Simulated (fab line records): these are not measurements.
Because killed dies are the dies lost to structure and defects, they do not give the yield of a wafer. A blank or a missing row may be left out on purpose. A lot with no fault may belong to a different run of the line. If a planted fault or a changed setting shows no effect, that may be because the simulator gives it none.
Matching of chambers :: flow n5_finfet :: N5_MOL_CONTACT_COAG_ETCH_66 on rie_diel-03 has 4 sister chambers
The step etches SiARC in CF4, target depth 13 nm, time 21.7 s. 4 wafers are shown with their chamber, then 8 later ones without.

== WAFERS PAIRED WITH THEIR CHAMBERS ==
wafer: L089.3
chamber: 3
showerhead_plenum_p_Torr (Torr): 2.02

wafer: L090.2
chamber: 0
showerhead_plenum_p_Torr (Torr): 2.12

wafer: L090.6
chamber: 1
showerhead_plenum_p_Torr (Torr): 2.22

wafer: L092.1
chamber: 2
showerhead_plenum_p_Torr (Torr): 2.05

== WAFERS WITH NO CHAMBER GIVEN ==
wafer: L092.3
showerhead_plenum_p_Torr (Torr): 2.22

wafer: L092.6
showerhead_plenum_p_Torr (Torr): 2.22

wafer: L093.3
showerhead_plenum_p_Torr (Torr): 2.22

wafer: L093.5
showerhead_plenum_p_Torr (Torr): 2.02

wafer: L093.6
showerhead_plenum_p_Torr (Torr): 2.12

wafer: L096.1
showerhead_plenum_p_Torr (Torr): 2.02

wafer: L096.2
showerhead_plenum_p_Torr (Torr): 2.22

wafer: L096.4
showerhead_plenum_p_Torr (Torr): 2.11

== EACH ONE'S CHAMBER ==
wafer: L092.3
from the rows above: 1
in truth: 1

wafer: L092.6
from the rows above: 1
in truth: 1

wafer: L093.3
from the rows above: 1
in truth: 1

wafer: L093.5
from the rows above: 3
in truth: 3

wafer: L093.6
from the rows above: 0
in truth: 0

wafer: L096.1
from the rows above: 3
in truth: 3

wafer: L096.2
from the rows above: 1
in truth: 1

wafer: L096.4
from the rows above: 0
in truth: 0
Correctly placed: 8 of 8. Left unplaced by these rows: 0. Number placed wrongly: 0.
How it was worked out, from the rows above alone: a wafer's distance from a chamber is the root of the sum, over the readings, of the square of ((its reading less the chamber's mean) divided by the reading's scatter). If the next closest chamber is less than 2 further off than the closest, the wafer can't be placed; otherwise it belongs to the closest. For every chamber, the mean is computed from those of its wafers that are shown. The scatter: with one shown wafer a chamber, the root of the mean of the squares of how far each hidden wafer lies from its nearest shown one.
